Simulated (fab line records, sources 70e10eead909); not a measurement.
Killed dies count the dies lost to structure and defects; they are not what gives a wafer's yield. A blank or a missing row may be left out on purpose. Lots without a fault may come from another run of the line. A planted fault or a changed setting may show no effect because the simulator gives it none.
fab line records	flow nand-harc
record lots=24	wafers=72	last-day=25
route steps=1159 shown A_CONTACT@955 A_BLC@980 A_M0@1009 A_M1@1044
lots that met no fault: taken from a fault-free run of the same line
start-h: hours from the record's first day to the start of the lot's first wafer shown	wait-h: hours from the lot's prior step to this one	" the same as in the row above	L1.1+2: a row that stands for several wafers	- no value, or no start was given	* or withheld: withheld	< > ~ a bound
route shown NAME@n: a module of which the file shows steps, and the number in the route of the first	usual: mean/standard deviation of fault-free wafers	same: alike in all rows	chamber/n: place in a boat	sites: per-site readings	_std_site: the values' standard deviation	_edge_site: outer sites' mean less inner sites'	radius-mm: for every site, how far away it sits from the centre of the wafer	mask NAME#n: copy n	behind: the last tool/chamber to shape the wafer	hold: reason for holding the lot/hours on hold/outcome of the hold	device: which transistor (n, p or np) failed to switch	end of line: the route-end tests of the same wafers	step lacking rows: just its recipe	killed: at the first sort, the dies lost to defects and structure; wafer yield is something else	map: a wafer's dies, marking killed ones x, the rest . and places with no die _
set.NAME: the setting the step ran with; set.NAME@STEP: the setting that earlier step ran with	model.NAME: the simulator's own value behind a step, which no gauge read
steps of the route over a sample of lots; a table a step, a row a wafer
services: when a tool's chamber went out of use (start-h, in hours from the record's first day, below 0 if earlier), for how many hours, and the reason
## steps
# step NHARC_A_CONTACT_ETCH_110
# recipe target-depth-a=500	overetch-a=50	time-s=27.5	ion-energy-ev=100	cf4-flow-sccm=80	o2-flow-sccm=20	ar-flow-sccm=0	rf-w=300	bias-w=100	chemistry=CF4/O2
# usual cf4-flow-sccm=80.00/0.21	drypump-motor-current-A=5.7/0.37	oes-product-au=1.002/0.0085	rf-vpp-V=198.2/1.3	showerhead-plenum-p-Torr=1.35/0.046	throttle-valve-pct=13.397/0.0092
lot.wafer	tool	chamber	start-h	wait-h	cf4-flow-sccm	drypump-motor-current-A	oes-product-au	rf-hours-counter-h	rf-vpp-V	showerhead-plenum-p-Torr	throttle-valve-pct
L074.4	rie-diel-11	0	393.72	0.1	80.24	5.3	0.995	5	197.1	1.32	13.409
L074.5	"	1	"	"	79.82	5.5	0.993	-	198.3	1.36	13.387
L074.6	"	2	"	"	79.79	6.0	1.004	-	200.5	1.42	13.396
L078.2	rie-diel-04	2	396.49	0.1	79.79	5.6	1.003	42	197.6	1.29	13.391
L078.5	"	3	"	"	80.31	6.2	1.012	-	196.6	1.34	13.382
L078.6	"	0	"	"	80.09	6.0	1.014	-	197.1	1.36	13.386
L075.3	rie-diel-11	1	398.07	0.1	79.40	5.5	0.996	7	199.0	1.36	13.425
L075.6	"	2	"	"	80.18	6.0	1.004	-	199.4	1.42	13.402
L075.5	"	3	"	"	79.88	5.9	1.002	-	198.9	1.36	13.387
L076.4	rie-diel-11	3	404.58	0.1	79.72	5.9	0.995	9	198.6	1.36	13.408
L076.1	"	1	"	"	80.06	5.5	0.998	8	198.8	1.36	13.408
L076.6	"	0	"	"	79.97	5.3	0.993	-	198.4	1.32	13.407
L077.3	rie-diel-11	0	416.19	0.1	79.96	5.3	1.004	14	198.5	1.32	13.399
L077.1	"	2	"	"	80.09	6.0	1.013	15	199.5	1.42	13.399
L077.5	"	0	"	"	79.87	5.3	1.013	-	197.1	1.32	13.408
L079.1	rie-diel-03	2	418.84	0.1	79.93	5.4	0.994	3	197.8	1.38	13.389
L079.2	"	3	"	"	80.16	6.4	1.002	3	200.4	1.38	13.414
L079.6	"	3	"	"	80.14	6.3	1.003	-	200.4	1.38	13.398
L081.4	rie-diel-04	0	426.12	0.1	80.30	5.9	1.016	53	197.8	1.35	13.394
L081.3	"	2	"	"	79.93	5.6	0.998	54	195.1	1.29	13.388
L081.6	"	3	"	"	80.09	6.2	1.010	-	198.9	1.33	13.399
L080.3	rie-diel-11	3	434.53	0.1	79.59	5.9	1.010	22	197.8	1.36	13.396
L080.1	"	0	"	"	80.08	5.3	1.011	22	197.5	1.32	13.401
L080.2	"	1	"	"	79.85	5.6	0.998	21	198.4	1.35	13.395
L082.1	rie-diel-11	2	443.58	0.1	80.13	6.1	1.006	23	199.1	1.41	13.401
L082.5	"	2	"	"	80.28	6.1	1.004	-	198.6	1.41	13.394
L082.4	"	3	"	"	79.78	5.9	1.013	-	198.8	1.36	13.393
L084.1	rie-diel-11	0	444.90	0.1	80.20	5.3	1.009	26	197.1	1.32	13.404
L084.5	"	2	"	"	79.93	6.0	0.999	-	199.8	1.41	13.387
L084.4	"	3	"	"	80.18	5.9	1.004	-	198.1	1.36	13.391
L083.4	rie-diel-03	2	446.42	0.1	80.20	5.4	0.983	8	199.4	1.38	13.387
L083.2	"	0	"	"	80.12	5.4	0.994	8	196.3	1.25	13.403
L083.5	"	2	"	"	79.91	5.4	0.999	-	197.4	1.38	13.399
L088.4	rie-diel-03	3	476.13	0.1	80.19	6.3	1.003	13	198.0	1.38	13.408
L088.5	"	0	"	"	79.88	5.4	0.995	-	196.9	1.25	13.379
L088.6	"	1	"	"	79.94	5.6	1.012	-	200.5	1.42	13.405
L086.2	rie-diel-11	1	477.83	0.1	80.07	5.5	1.017	35	198.3	1.35	13.400
L086.1	"	2	"	"	80.04	6.1	1.016	36	198.5	1.41	13.401
L086.3	"	0	"	"	79.91	5.3	1.007	37	197.1	1.32	13.379
L087.4	rie-diel-03	2	480.98	0.1	79.87	5.4	0.988	13	197.4	1.38	13.391
L087.5	"	1	"	"	79.81	5.6	0.995	-	199.4	1.42	13.391
L087.6	"	2	"	"	79.97	5.4	0.992	-	195.8	1.38	13.405
L085.4	rie-diel-03	0	491.98	0.9	80.18	5.4	0.999	17	196.1	1.25	13.390
L085.5	"	3	"	"	79.69	6.4	1.012	-	197.9	1.38	13.402
L085.6	"	0	"	"	80.13	5.4	0.996	-	195.2	1.25	13.397
L090.2	rie-diel-03	2	494.88	0.1	79.78	5.3	0.989	16	199.9	1.38	13.397
L090.4	"	1	"	"	80.32	5.6	0.992	13	200.3	1.42	13.388
L090.5	"	2	"	"	80.04	5.4	0.991	-	197.5	1.38	13.405
L093.2	rie-diel-03	2	499.94	0.1	79.94	5.4	0.997	16	200.0	1.38	13.392
L093.1	"	0	"	"	79.96	5.4	0.985	18	195.3	1.25	13.403
L093.3	"	1	"	"	79.83	5.6	1.004	14	200.8	1.42	13.405
L091.2	rie-diel-11	2	505.84	0.1	80.08	6.1	1.005	43	199.7	1.41	13.384
L091.4	"	1	"	"	79.75	5.6	1.011	44	196.9	1.35	13.410
L091.6	"	2	"	"	79.99	6.0	1.024	-	199.3	1.41	13.399
L095.2	rie-diel-04	2	508.09	0.1	79.86	5.6	1.001	13	195.0	1.28	13.398
L095.4	"	1	"	"	80.15	5.0	0.990	13	198.0	1.30	13.395
L095.6	"	3	"	"	79.93	6.2	0.988	-	198.2	1.33	13.417
L092.3	rie-diel-03	3	513.95	0.1	80.14	6.4	0.996	21	198.1	1.37	13.390
L092.2	"	0	"	"	79.80	5.4	0.998	22	195.8	1.25	13.392
L092.6	"	3	"	"	80.15	6.4	0.990	-	198.6	1.37	13.409
L089.1	rie-diel-11	2	514.97	0.1	79.87	6.0	1.000	46	199.1	1.41	13.399
L089.3	"	3	"	"	79.92	5.9	0.991	48	198.0	1.35	13.389
L089.6	"	2	"	"	79.98	6.1	0.996	-	199.8	1.41	13.389
L094.4	rie-diel-11	1	516.32	0.1	80.05	5.5	1.009	48	197.9	1.35	13.398
L094.1	"	2	"	"	80.06	6.0	1.012	47	198.2	1.41	13.386
L094.6	"	0	"	"	79.72	5.3	1.012	-	197.3	1.31	13.393
L097.1	rie-diel-11	1	522.38	0.2	80.16	5.5	1.005	51	198.0	1.35	13.392
L097.2	"	2	"	"	80.25	6.1	1.006	50	199.1	1.41	13.404
L097.6	"	3	"	"	80.31	5.9	0.999	-	197.7	1.35	13.419
L096.2	rie-diel-03	3	523.29	0.1	79.47	6.4	1.003	22	199.3	1.37	13.391
L096.3	"	0	"	"	79.77	5.4	0.996	24	197.3	1.25	13.390
L096.5	"	3	"	"	79.58	6.4	0.981	-	197.7	1.37	13.391
# step NHARC_A_BLC_ETCH_18
# recipe target-depth-a=9100	c4f8-flow-sccm=20	o2-flow-sccm=10	ar-flow-sccm=withheld	rf-w=600	bias-w=1500	chemistry=C4F8/O2/Ar
# usual oes-product-au=0.948/0.023	rf-vpp-V=976/5.4
lot.wafer	tool	chamber	start-h	wait-h	oes-product-au	rf-hours-counter-h	rf-vpp-V
L074.4	rie-diel-02	0	-	-	0.971	7	973
L074.5	"	0	"	"	0.964	-	974
L074.6	"	1	"	"	0.958	-	975
L078.2	rie-diel-09	2	-	-	0.912	12	978
L078.6	"	2	"	"	0.913	-	978
L078.5	"	3	"	"	0.921	-	988
L075.3	rie-diel-02	3	-	-	0.986	7	975
L075.5	"	0	"	"	0.953	-	974
L075.6	"	1	"	"	0.958	-	976
L076.4	rie-diel-02	0	-	-	0.980	9	973
L076.1	"	2	"	"	0.962	8	968
L076.6	"	3	"	"	0.995	-	973
L077.1	rie-diel-09	0	-	-	0.917	12	973
L077.3	"	1	"	"	0.922	13	984
L077.5	"	0	"	"	0.925	-	972
L079.1	rie-diel-05	0	-	-	0.959	29	977
L079.2	"	1	"	"	0.962	20	982
L079.6	"	1	"	"	0.958	-	983
L081.4	rie-diel-02	1	-	-	0.958	11	975
L081.3	"	3	"	"	0.991	11	973
L081.6	"	0	"	"	0.971	-	973
L080.2	rie-diel-05	2	-	-	0.962	36	976
L080.3	"	3	"	"	0.942	37	968
L080.1	"	0	"	"	0.939	33	976
L082.1	rie-diel-02	3	-	-	0.918	13	973
L082.4	"	2	"	"	0.911	14	967
L082.5	"	3	"	"	0.925	-	974
L084.4	rie-diel-02	2	-	-	0.932	15	968
L084.1	"	0	"	"	0.921	16	972
L084.5	"	3	"	"	0.930	-	975
L083.2	rie-diel-09	1	-	-	0.986	1	982
L083.4	"	2	"	"	0.962	1	976
L083.5	"	0	"	"	0.990	-	972
L088.4	rie-diel-02	3	-	-	0.925	16	974
L088.6	"	3	"	"	0.923	-	974
L088.5	"	0	"	"	0.925	-	974
L086.2	rie-diel-09	0	-	-	0.932	4	971
L086.3	"	1	"	"	0.935	3	984
L086.1	"	3	"	"	0.932	3	987
L087.4	rie-diel-02	1	-	-	0.969	17	976
L087.6	"	1	"	"	0.953	-	975
L087.5	"	2	"	"	0.944	-	968
L085.4	rie-diel-05	1	-	-	0.961	47	981
L085.6	"	0	"	"	0.928	-	978
L085.5	"	1	"	"	0.954	-	982
L090.2	rie-diel-02	3	-	-	0.926	18	974
L090.4	"	2	"	"	0.925	20	969
L090.5	"	0	"	"	0.919	-	973
L093.2	rie-diel-02	3	-	-	0.923	19	973
L093.3	"	0	"	"	0.914	20	972
L093.1	"	1	"	"	0.972	18	973
L091.4	rie-diel-09	1	-	-	0.967	5	983
L091.2	"	3	"	"	0.981	4	989
L091.6	"	1	"	"	0.966	-	983
L095.2	rie-diel-05	0	-	-	0.938	61	976
L095.4	"	1	"	"	0.933	53	982
L095.6	"	3	"	"	0.921	-	969
L092.2	rie-diel-09	2	-	-	0.946	6	980
L092.3	"	3	"	"	0.970	6	988
L092.6	"	3	"	"	0.960	-	987
L089.3	rie-diel-09	1	-	-	0.959	7	984
L089.1	"	2	"	"	0.949	6	978
L089.6	"	1	"	"	0.958	-	984
L094.4	rie-diel-02	3	-	-	0.970	1	974
L094.1	"	0	"	"	0.959	1	973
L094.6	"	3	"	"	0.966	-	972
L097.2	rie-diel-02	2	-	-	0.964	2	968
L097.1	"	0	"	"	0.981	2	973
L097.6	"	3	"	"	0.965	-	972
L096.3	rie-diel-05	1	-	-	0.963	1	982
L096.2	"	2	"	"	0.966	1	975
L096.5	"	0	"	"	0.955	-	978
# step NHARC_A_M0_ETCH_15
# recipe target-depth-a=1500	overetch-a=150	time-s=82.5	c4f8-flow-sccm=withheld	ar-flow-sccm=400	rf-w=600	bias-w=300	chemistry=C4F8/Ar
# usual oes-product-au=0.956/0.021	rf-vpp-V=440.8/2.4
lot.wafer	tool	chamber	start-h	wait-h	oes-product-au	rf-hours-counter-h	rf-vpp-V
L074.4	rie-diel-08	0	-	-	0.930	6	441.8
L074.5	"	3	"	"	0.922	-	438.8
L074.6	"	0	"	"	0.917	-	443.3
L078.2	rie-diel-10	2	-	-	0.974	2	442.7
L078.6	"	2	"	"	0.980	-	440.5
L078.5	"	3	"	"	0.963	-	442.3
L075.3	rie-diel-10	3	-	-	0.975	2	441.6
L075.6	"	1	"	"	0.956	-	437.8
L075.5	"	2	"	"	0.970	-	443.9
L076.1	rie-diel-10	3	-	-	0.925	2	440.2
L076.4	"	1	"	"	0.922	3	439.1
L076.6	"	3	"	"	0.915	-	439.7
L077.1	rie-diel-13	2	428.37	0.1	0.929	10	440.1
L077.3	"	0	"	"	0.935	-	444.3
L077.5	"	0	"	"	0.929	-	445.9
L079.2	rie-diel-10	0	-	-	0.965	5	443.7
L079.1	"	2	"	"	0.991	3	442.0
L079.6	"	0	"	"	0.977	-	444.2
L081.4	rie-diel-10	0	-	-	0.966	5	443.1
L081.3	"	3	"	"	0.971	4	440.2
L081.6	"	1	"	"	0.980	-	437.5
L080.3	rie-diel-10	0	-	-	0.973	6	442.5
L080.2	"	1	"	"	0.973	6	438.6
L080.1	"	2	"	"	0.968	5	442.9
L082.1	rie-diel-08	2	-	-	0.923	11	440.4
L082.4	"	0	"	"	0.924	11	442.6
L082.5	"	2	"	"	0.923	-	441.9
L084.1	rie-diel-10	0	-	-	0.932	7	443.4
L084.4	"	3	"	"	0.937	6	440.6
L084.5	"	1	"	"	0.931	-	437.4
L083.2	rie-diel-13	3	-	-	0.973	0	435.9
L083.4	"	0	"	"	0.965	0	445.4
L083.5	"	0	"	"	0.962	-	443.5
L088.4	rie-diel-10	0	-	-	0.965	10	442.7
L088.6	"	2	"	"	0.952	-	442.1
L088.5	"	3	"	"	0.967	-	440.3
L086.3	rie-diel-13	1	-	-	0.968	3	441.5
L086.1	"	2	"	"	0.938	3	440.8
L086.2	"	0	"	"	0.948	3	444.2
L087.4	rie-diel-13	2	-	-	0.956	3	440.2
L087.5	"	2	"	"	0.955	-	441.8
L087.6	"	3	"	"	0.978	-	436.2
L085.4	rie-diel-08	1	-	-	0.951	1	437.9
L085.6	"	0	"	"	0.975	-	440.0
L085.5	"	1	"	"	0.965	-	439.0
L090.2	rie-diel-13	3	-	-	0.966	4	434.8
L090.4	"	1	"	"	0.979	4	440.1
L090.5	"	3	"	"	0.971	-	437.5
L093.3	rie-diel-08	0	-	-	0.958	1	440.3
L093.1	"	1	"	"	0.981	1	437.4
L093.2	"	2	"	"	0.998	1	441.4
L091.4	rie-diel-13	2	-	-	0.937	5	440.6
L091.2	"	3	"	"	0.938	5	436.6
L091.6	"	0	"	"	0.937	-	445.5
L095.4	rie-diel-10	0	-	-	0.918	11	444.4
L095.2	"	3	"	"	0.924	10	440.9
L095.6	"	1	"	"	0.925	-	439.3
L092.2	rie-diel-10	1	-	-	0.986	11	437.8
L092.3	"	2	"	"	0.963	9	442.6
L092.6	"	1	"	"	0.984	-	438.4
L089.1	rie-diel-13	3	-	-	0.989	6	437.4
L089.3	"	0	"	"	0.974	6	444.0
L089.6	"	3	"	"	0.986	-	437.3
L094.4	rie-diel-08	1	-	-	0.951	3	436.5
L094.1	"	3	"	"	0.982	2	441.6
L094.6	"	1	"	"	0.959	-	436.9
L097.2	rie-diel-08	3	-	-	0.961	3	441.1
L097.1	"	0	"	"	0.943	3	441.5
L097.6	"	2	"	"	0.975	-	441.5
L096.3	rie-diel-13	1	-	-	0.951	7	439.5
L096.2	"	3	"	"	0.973	6	437.3
L096.5	"	1	"	"	0.944	-	440.3
# step NHARC_A_M0_THK_MEAS_24
# recipe thk-meas-gauge=xrf
# usual thk-nm=113.6/1.4
lot.wafer	tool	chamber	start-h	wait-h	thk-nm
L074.4	film-metro-02	-	409.06	-	111.1
L074.5	"	-	"	"	114.8
L074.6	"	-	"	"	114.1
L078.2	film-metro-02	-	410.59	-	113.5
L078.5	"	-	"	"	114.2
L078.6	"	-	"	"	113.0
L075.3	film-metro-01	-	411.22	-	116.0
L075.5	"	-	"	"	114.0
L075.6	"	-	"	"	115.1
L076.1	film-metro-02	-	414.08	-	113.8
L076.4	"	-	"	"	114.7
L076.6	"	-	"	"	112.5
L077.1	film-metro-01	-	430.57	-	116.4
L077.3	"	-	"	"	114.4
L077.5	"	-	"	"	116.0
L079.1	film-metro-02	-	431.64	-	115.7
L079.2	"	-	"	"	116.2
L079.6	"	-	"	"	115.3
L081.3	film-metro-02	-	436.00	-	112.5
L081.4	"	-	"	"	112.1
L081.6	"	-	"	"	113.8
L080.1	film-metro-01	-	444.09	-	113.5
L080.2	"	-	"	"	112.3
L080.3	"	-	"	"	112.8
L082.1	film-metro-02	-	463.29	-	113.5
L082.4	"	-	"	"	112.5
L082.5	"	-	"	"	113.2
L084.1	film-metro-02	-	465.80	-	111.3
L084.4	"	-	"	"	113.4
L084.5	"	-	"	"	114.7
L083.2	film-metro-01	-	466.28	-	114.5
L083.4	"	-	"	"	114.7
L083.5	"	-	"	"	113.6
L088.4	film-metro-01	-	492.75	-	112.3
L088.5	"	-	"	"	112.9
L088.6	"	-	"	"	112.8
L086.1	film-metro-02	-	501.68	-	113.9
L086.2	"	-	"	"	115.3
L086.3	"	-	"	"	112.0
L087.4	film-metro-01	-	502.12	-	113.6
L087.5	"	-	"	"	113.6
L087.6	"	-	"	"	114.0
L085.4	film-metro-02	-	507.14	-	113.3
L085.5	"	-	"	"	115.0
L085.6	"	-	"	"	115.2
L090.2	film-metro-02	-	507.73	-	114.4
L090.4	"	-	"	"	113.4
L090.5	"	-	"	"	115.3
L093.1	film-metro-02	-	509.90	-	112.4
L093.2	"	-	"	"	113.3
L093.3	"	-	"	"	111.5
L091.2	film-metro-02	-	515.11	-	111.9
L091.4	"	-	"	"	113.0
L091.6	"	-	"	"	112.8
L095.2	film-metro-01	-	517.39	-	113.3
L095.4	"	-	"	"	113.9
L095.6	"	-	"	"	115.0
L092.2	film-metro-02	-	527.18	-	113.6
L092.3	"	-	"	"	115.1
L092.6	"	-	"	"	113.5
L089.1	film-metro-02	-	527.62	-	112.7
L089.3	"	-	"	"	113.4
L089.6	"	-	"	"	113.3
L094.1	film-metro-01	-	530.51	-	113.3
L094.4	"	-	"	"	115.7
L094.6	"	-	"	"	115.1
L097.1	film-metro-02	-	535.89	-	114.1
L097.2	"	-	"	"	113.6
L097.6	"	-	"	"	115.0
L096.2	film-metro-01	-	536.18	-	113.1
L096.3	"	-	"	"	112.4
L096.5	"	-	"	"	112.4
# step NHARC_A_M0_PRE_CLEAN_31
# recipe time-s=12	temp-c=370	rf-power-w=300	gas=NH3
# usual heater-power-w=688/120
lot.wafer	tool	chamber	start-h	wait-h	heater-power-w	since-wet-clean-h
L074.6	pecvd-02	1	409.32	0.1	618	-
L074.5	"	2	"	"	793	-
L074.4	"	0	"	"	588	-
L078.2	pecvd-01	1	410.93	0.2	925	161
L078.6	"	1	"	"	905	-
L078.5	"	0	"	"	512	-
L075.3	pecvd-02	1	411.50	0.1	602	64
L075.5	"	0	"	"	616	-
L075.6	"	1	"	"	585	-
L076.1	pecvd-04	1	414.52	0.3	720	25
L076.4	"	2	"	"	618	-
L076.6	"	1	"	"	713	-
L077.1	pecvd-04	0	430.81	0.1	723	41
L077.3	"	2	"	"	640	41
L077.5	"	0	"	"	736	-
L079.1	pecvd-02	1	431.88	0.1	624	85
L079.2	"	2	"	"	750	85
L079.6	"	1	"	"	642	-
L081.3	pecvd-02	2	436.23	0.1	769	89
L081.6	"	2	"	"	771	-
L081.4	"	1	"	"	650	-
L080.3	pecvd-02	0	444.32	0.1	631	97
L080.2	"	1	"	"	622	97
L080.1	"	2	"	"	679	97
L082.1	pecvd-04	2	463.53	0.1	580	74
L082.4	"	2	"	"	555	-
L082.5	"	0	"	"	742	-
L084.1	pecvd-04	0	466.09	0.1	638	76
L084.5	"	0	"	"	654	-
L084.4	"	2	"	"	617	-
L083.2	pecvd-04	2	466.53	0.1	581	77
L083.4	"	0	"	"	761	-
L083.5	"	2	"	"	601	-
L088.6	pecvd-04	0	493.02	0.1	675	-
L088.5	"	1	"	"	722	-
L088.4	"	2	"	"	550	-
L086.1	pecvd-01	2	501.90	0.1	672	71
L086.3	"	0	"	"	583	71
L086.2	"	1	"	"	1013	71
L087.6	pecvd-02	0	502.39	0.1	544	-
L087.4	"	1	"	"	627	-
L087.5	"	2	"	"	734	-
L085.4	pecvd-01	1	507.40	0.1	945	-
L085.6	"	2	"	"	690	-
L085.5	"	0	"	"	529	-
L090.2	pecvd-01	1	507.98	0.1	1010	77
L090.4	"	0	"	"	526	-
L090.5	"	1	"	"	1006	-
L093.1	pecvd-01	2	510.14	0.1	593	79
L093.2	"	1	"	"	986	79
L093.3	"	2	"	"	605	-
L091.2	pecvd-01	1	515.38	0.1	941	84
L091.4	"	1	"	"	933	-
L091.6	"	1	"	"	954	-
L095.2	pecvd-04	1	517.64	0.1	620	128
L095.6	"	0	"	"	681	-
L095.4	"	2	"	"	653	-
L092.2	pecvd-01	2	527.60	0.3	691	96
L092.3	"	0	"	"	569	96
L092.6	"	1	"	"	934	-
L089.3	pecvd-04	2	527.85	0.1	571	138
L089.1	"	0	"	"	715	138
L089.6	"	0	"	"	701	-
L094.1	pecvd-04	0	530.76	0.1	685	141
L094.4	"	1	"	"	652	-
L094.6	"	0	"	"	684	-
L097.1	pecvd-04	0	536.11	0.1	743	146
L097.2	"	1	"	"	738	146
L097.6	"	1	"	"	743	-
L096.2	pecvd-02	0	536.41	0.1	672	8
L096.3	"	1	"	"	606	8
L096.5	"	2	"	"	779	-
# step NHARC_A_M1_ETCH_28
# recipe target-depth-a=300	over-etch-frac=0.3	time-s=72.99	ion-energy-ev=150	cf4-flow-sccm=50	n2-flow-sccm=100	ar-flow-sccm=150	rf-w=300	bias-w=100	chemistry=CF4/N2
# usual cf4-flow-sccm=49.99/0.16	drypump-motor-current-A=5.8/0.45	oes-product-au=1.000/0.0063	rf-vpp-V=314.1/1.9	showerhead-plenum-p-Torr=2.63/0.1	throttle-valve-pct=19.795/0.0084
lot.wafer	tool	chamber	start-h	wait-h	cf4-flow-sccm	drypump-motor-current-A	oes-product-au	rf-hours-counter-h	rf-vpp-V	showerhead-plenum-p-Torr	throttle-valve-pct
L074.4	rie-diel-12	3	-	-	49.80	6.2	1.009	2	312.3	2.46	19.797
L074.6	"	0	"	"	50.20	6.1	0.998	-	313.6	2.60	19.804
L074.5	"	1	"	"	49.84	5.5	0.996	-	311.4	2.50	19.807
L078.2	rie-diel-12	2	-	-	50.05	6.5	0.998	2	314.0	2.63	19.806
L078.6	"	3	"	"	49.78	6.1	0.997	-	311.6	2.46	19.788
L078.5	"	0	"	"	50.16	6.1	0.999	-	314.5	2.60	19.784
L075.3	rie-diel-01	3	-	-	50.18	5.4	1.002	7	314.2	2.66	19.796
L075.5	"	2	"	"	50.05	5.3	0.996	-	317.0	2.82	19.797
L075.6	"	3	"	"	50.22	5.4	1.011	-	315.9	2.66	19.786
L076.4	rie-diel-07	1	-	-	49.80	6.3	1.004	0	312.4	2.55	19.798
L076.1	"	3	"	"	50.09	5.7	0.996	0	315.8	2.64	19.804
L076.6	"	1	"	"	50.13	6.3	1.018	-	313.2	2.55	19.799
L077.3	rie-diel-07	1	-	-	50.05	6.3	0.997	1	312.6	2.55	19.787
L077.1	"	0	"	"	50.15	6.2	0.997	1	314.3	2.65	19.796
L077.5	"	1	"	"	49.86	6.3	1.002	-	313.0	2.55	19.785
L079.1	rie-diel-12	3	-	-	49.86	6.1	0.999	4	310.0	2.46	19.797
L079.2	"	0	"	"	50.03	6.1	0.998	4	314.2	2.60	19.783
L079.6	"	3	"	"	49.84	6.1	0.992	-	310.7	2.46	19.791
L081.4	rie-diel-01	1	-	-	49.75	5.4	1.001	8	315.6	2.64	19.794
L081.3	"	2	"	"	50.27	5.3	0.997	8	317.3	2.82	19.788
L081.6	"	3	"	"	49.69	5.4	1.007	-	315.5	2.65	19.779
L080.3	rie-diel-12	1	-	-	50.14	5.5	1.005	4	311.0	2.50	19.794
L080.1	"	2	"	"	49.66	6.5	1.002	4	313.6	2.62	19.798
L080.2	"	3	"	"	50.10	6.2	1.005	5	310.5	2.46	19.804
L082.4	rie-diel-01	1	-	-	50.02	5.4	1.004	10	314.8	2.64	19.782
L082.1	"	0	"	"	49.93	5.5	0.999	10	316.1	2.79	19.795
L082.5	"	2	"	"	50.09	5.3	0.999	-	317.6	2.82	19.789
L084.1	rie-diel-12	2	-	-	50.19	6.5	0.995	7	312.3	2.62	19.799
L084.4	"	0	"	"	50.24	6.1	0.991	7	313.5	2.60	19.794
L084.5	"	2	"	"	50.10	6.5	1.003	-	313.1	2.62	19.793
L083.2	rie-diel-01	3	-	-	50.14	5.4	0.993	11	314.7	2.65	19.813
L083.4	"	0	"	"	50.11	5.5	0.979	10	317.3	2.79	19.792
L083.5	"	1	"	"	50.10	5.4	0.998	-	313.3	2.64	19.801
L088.4	rie-diel-07	0	-	-	50.01	6.2	0.994	-	314.9	2.65	19.802
L088.5	"	2	"	"	49.63	5.1	1.008	-	314.4	2.73	19.789
L088.6	"	3	"	"	50.19	5.7	1.000	-	313.4	2.64	19.789
L086.2	rie-diel-07	2	-	-	50.07	5.1	0.997	2	316.3	2.73	19.786
L086.3	"	3	"	"	50.14	5.8	1.012	2	313.9	2.64	19.788
L086.1	"	0	"	"	49.94	6.2	1.001	2	314.6	2.65	19.802
L087.4	rie-diel-01	1	-	-	50.18	5.3	1.002	0	315.2	2.64	19.795
L087.6	"	1	"	"	50.19	5.3	1.008	-	312.3	2.64	19.780
L087.5	"	2	"	"	49.95	5.3	0.990	-	317.9	2.82	19.793
L085.5	rie-diel-07	0	-	-	50.06	6.3	0.997	-	315.1	2.65	19.791
L085.4	"	1	"	"	49.94	6.3	1.000	-	312.5	2.55	19.801
L085.6	"	3	"	"	50.01	5.7	1.011	-	313.8	2.64	19.796
L090.4	rie-diel-01	1	-	-	49.82	5.4	0.994	1	313.7	2.64	19.805
L090.2	"	2	"	"	49.99	5.3	0.991	0	318.3	2.82	19.791
L090.5	"	1	"	"	50.03	5.4	0.999	-	314.6	2.64	19.805
L093.3	rie-diel-07	1	-	-	50.16	6.3	1.007	2	314.5	2.55	19.798
L093.1	"	3	"	"	49.82	5.7	1.011	2	312.8	2.64	19.784
L093.2	"	0	"	"	50.15	6.2	0.997	2	315.6	2.65	19.784
L091.2	rie-diel-12	2	-	-	50.24	6.5	1.006	10	313.3	2.62	19.800
L091.6	"	2	"	"	49.91	6.5	1.006	-	314.7	2.62	19.796
L091.4	"	0	"	"	50.16	6.1	0.991	-	314.7	2.59	19.815
L095.2	rie-diel-12	0	-	-	49.89	6.1	0.988	10	313.5	2.59	19.788
L095.4	"	0	"	"	50.12	6.1	1.009	-	314.8	2.59	19.791
L095.6	"	1	"	"	50.03	5.5	0.997	-	311.5	2.50	19.817
L092.3	rie-diel-07	2	-	-	49.86	5.1	1.003	2	314.1	2.73	19.805
L092.2	"	0	"	"	49.91	6.3	0.990	3	314.3	2.65	19.793
L092.6	"	3	"	"	50.11	5.7	1.000	-	312.5	2.64	19.798
L089.1	rie-diel-12	2	-	-	50.23	6.5	1.000	10	314.7	2.62	19.800
L089.3	"	3	"	"	49.90	6.2	1.004	9	311.6	2.46	19.796
L089.6	"	1	"	"	49.79	5.5	0.999	-	311.8	2.50	19.780
L094.4	rie-diel-07	1	-	-	50.00	6.3	1.001	3	312.4	2.55	19.788
L094.1	"	2	"	"	49.86	5.1	0.997	2	314.7	2.73	19.806
L094.6	"	1	"	"	49.95	6.3	0.997	-	312.6	2.55	19.794
L097.2	rie-diel-12	1	-	-	49.94	5.5	0.997	11	312.2	2.50	19.795
L097.1	"	3	"	"	50.26	6.2	1.008	10	311.9	2.46	19.798
L097.6	"	1	"	"	50.02	5.5	1.005	-	312.3	2.50	19.813
L096.3	rie-diel-01	1	-	-	49.96	5.3	0.997	2	314.4	2.64	19.791
L096.2	"	0	"	"	50.02	5.5	0.997	2	316.2	2.79	19.778
L096.5	"	2	"	"	49.53	5.3	0.989	-	316.5	2.82	19.776
## services
tool	chamber	start-h	hours	kind
pecvd-04	-	377.01	13.0	pm
rie-diel-12	-	379.80	9.0	pm
pecvd-02	0	382.01	24.5	repair
rie-diel-11	2	399.95	2.8	repair
rie-diel-07	2	402.42	5.2	repair
rie-diel-13	1	404.72	7.4	repair
rie-diel-07	-	405.20	9.0	pm
rie-diel-03	1	413.39	7.9	repair
rie-diel-02	1	416.22	11.6	repair
rie-diel-13	1	418.34	10.3	repair
rie-diel-10	2	419.80	8.7	repair
rie-diel-13	3	420.37	8.8	repair
rie-diel-11	1	442.47	8.3	repair
rie-diel-02	3	451.06	3.0	repair
rie-diel-13	-	453.26	9.0	pm
rie-diel-02	1	456.85	2.5	repair
rie-diel-07	0	466.83	1.4	repair
rie-diel-02	0	492.53	2.7	repair
rie-diel-07	1	494.79	8.2	repair
rie-diel-02	1	495.84	4.4	repair
rie-diel-02	-	504.86	9.0	pm
rie-diel-12	3	505.16	14.6	repair
rie-diel-07	2	506.04	7.9	repair
rie-diel-10	-	530.53	9.0	pm
## key
fault none
